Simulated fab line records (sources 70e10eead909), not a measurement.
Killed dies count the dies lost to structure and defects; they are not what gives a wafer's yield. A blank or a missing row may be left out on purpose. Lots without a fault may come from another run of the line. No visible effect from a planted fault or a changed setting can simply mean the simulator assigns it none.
The tool behind it: which one? | flow nand_harc | Sampling: 12 lots, 36 wafers, 4 of 1302 route steps

## WHAT THE GAUGES SHOWED, per wafer
NHARC_A_BLC_CD_MEAS_10: the cd target is 100 nm. Usual: 99.8 nm for cd_nm, sd 0.67.
lot  | measured     | on        | cd_nm (nm)        | flag
L771 | day 22 13:04 | cd_sem-03 | 99.9 99.9 99.9    |
L772 | day 22 16:50 | cd_sem-03 | 99.1 100.3 99.2   |
L778 | day 25 05:49 | cd_sem-03 | 100.7 100.5 99.8  |
L781 | day 26 23:08 | cd_sem-01 | 100.0 99.4 99.6   |
L783 | day 28 11:41 | cd_sem-03 | 100.9 100.5 100.0 |
L786 | day 28 15:28 | cd_sem-01 | 99.3 100.0 100.3  |
L784 | day 28 15:59 | cd_sem-02 | 100.3 100.1 99.3  |
L785 | day 28 22:14 | cd_sem-03 | 99.6 99.3 99.9    |
L792 | day 30 20:19 | cd_sem-02 | 99.4 99.8 99.7    |
L791 | day 31 01:16 | cd_sem-03 | 100.2 99.7 99.4   |
L793 | day 31 12:40 | cd_sem-02 | 98.5 98.3 98.9    |
L794 | day 32 03:10 | cd_sem-03 | 98.6 100.2 98.7   |

NHARC_A_BLC_OVL_MEAS_11. Usual: overlay_x_nm 0.2 nm, standard deviation 1; overlay_y_nm -0.2 nm, standard deviation 1.
lot  | measured     | on         | overlay_x_nm (nm) | overlay_y_nm (nm) | flag
L771 | day 22 13:09 | overlay-02 | 1.2 1.5 1.2       | 0.6 -0.4 0.9      |
L772 | day 22 16:55 | overlay-01 | -0.4 -0.5 -0.4    | -0.1 -0.1 -0.6    |
L778 | day 25 05:55 | overlay-01 | 13.9 13.7 13.9    | 1.2 0.9 1.2       | OFF
L781 | day 26 23:14 | overlay-02 | -0.8 -0.8 -0.5    | -1.6 -1.4 -1.6    |
L783 | day 28 11:46 | overlay-01 | 11.9 11.6 11.8    | -0.5 -0.4 -0.9    | OFF
L786 | day 28 15:33 | overlay-01 | 0.2 -0.2 0.4      | 1.1 0.7 1.0       |
L784 | day 28 16:04 | overlay-01 | 1.2 0.8 0.8       | -0.4 -0.5 -0.4    |
L785 | day 28 22:19 | overlay-02 | 0.4 0.6 0.3       | 0.4 -0.1 0.3      |
L792 | day 30 20:23 | overlay-02 | -0.4 -0.3 -1.1    | 1.7 2.0 1.7       |
L791 | day 31 01:21 | overlay-02 | -0.6 -0.5 -0.8    | 0.0 0.2 -0.3      |
L793 | day 31 12:45 | overlay-01 | -0.6 -0.4 0.7     | -1.3 -1.8 -1.6    |
L794 | day 32 03:14 | overlay-01 | 0.9 1.6 1.4       | 0.9 0.1 0.4       |

## WHICH TOOL RAN EACH LOT (tool, then ch and the chambers of the sampled wafers, then the start)
lot  | NHARC_A_CONTACT_ALD_18              | NHARC_A_BLC_EXPOSE_07
L771 | ald_metal-02 ch 1,2,3, day 22 11:04 | arfi_scanner-02 ch 0, day 22 12:55
L772 | ald_metal-02 ch 0,1, day 22 14:51   | arfi_scanner-03 ch 0, day 22 16:41
L778 | ald_metal-03 ch 1,3, day 25 03:05   | arfi_scanner-03 ch 0, day 25 05:41
L781 | ald_metal-02 ch 0,1,3, day 26 21:17 | arfi_scanner-02 ch 0, day 26 22:59
L783 | ald_metal-02 ch 0,2, day 28 09:38   | arfi_scanner-03 ch 0, day 28 11:32
L786 | ald_metal-03 ch 0,1, day 28 13:26   | arfi_scanner-02 ch 0, day 28 15:20
L784 | ald_metal-03 ch 1,2, day 28 13:55   | arfi_scanner-02 ch 0, day 28 15:51
L785 | ald_metal-02 ch 1,2,3, day 28 20:17 | arfi_scanner-02 ch 0, day 28 22:05
L792 | ald_metal-03 ch 0,2,3, day 30 18:18 | arfi_scanner-02 ch 0, day 30 20:10
L791 | ald_metal-04 ch 0,2,3, day 30 23:13 | arfi_scanner-02 ch 0, day 31 01:08
L793 | ald_metal-03 ch 0,3, day 31 09:55   | arfi_scanner-01 ch 0, day 31 12:32
L794 | ald_metal-02 ch 0,1,3, day 32 01:16 | arfi_scanner-01 ch 0, day 32 03:01
- NHARC_A_CONTACT_ALD_18: deposits TiN, target thk 3 nm, pulse time 1 s, ald cycles 150.
- NHARC_A_BLC_EXPOSE_07: exposes mask A BLC, target cd 100 nm.

## AS READ BY THE TOOLS THEMSELVES (means over the sampled wafers that have a number; for cases with no such wafer, the mark the record gives instead)
NHARC_A_CONTACT_ALD_18. Usual: heater_power_w 1079 W, standard deviation 110; precursor_pulse_height_rel 0.999, standard deviation 0.021.
lot  | tool         | heater_power_w (W) | precursor_pulse_height_rel | flag
L771 | ald_metal-02 | 1074               | 0.986                      |
L772 | ald_metal-02 | 979                | 1.018                      |
L778 | ald_metal-03 | 1084               | 0.992                      |
L781 | ald_metal-02 | 1039               | 0.979                      |
L783 | ald_metal-02 | 1071               | 0.995                      |
L786 | ald_metal-03 | 948                | 0.978                      |
L784 | ald_metal-03 | 1098               | 0.987                      |
L785 | ald_metal-02 | 1033               | 1.009                      |
L792 | ald_metal-03 | 1042               | 0.995                      |
L791 | ald_metal-04 | 1148               | 0.992                      |
L793 | ald_metal-03 | 1048               | 1.003                      |
L794 | ald_metal-02 | 1039               | 0.997                      |

## THE ANSWER, worked out from the rows above alone
Rule: a lot is off if the mean of its wafers that have a number lies more than 3 standard deviations from the usual mean. A lot without any number at a reading at which 4 lots or more have one is off too. Any other lot the step has rows for is counted as sound. Order of review: gauges by route order, followed by the tools' own readings, for which a lot's mean as printed above is used. At the first step where some lot is off, the reading lying furthest off is the one used; lots without a number count as furthest.
Off, at NHARC_A_BLC_OVL_MEAS_11 on overlay_x_nm: L778, L783.
If a tool, at a process step before that reading, ran all the lots that are off and no sound lot after the first of them, it fits. Gauges at NHARC_A_BLC_OVL_MEAS_11: tried the same way as those tools. One candidate fits, namely arfi_scanner-03 at NHARC_A_BLC_EXPOSE_07. A fault onset in the window from L772 (day 22 16:41, its last sound lot) to L778 (day 25 05:41, its first lot off) fits.

## WHAT HAD BEEN PUT IN BY THE SIMULATOR
Scanner matching overlay: arfi_scanner-03, from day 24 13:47 on, at NHARC_A_BLC_EXPOSE_07. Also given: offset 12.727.
Struck lots among those shown: L778, L783. The rule above found the same.
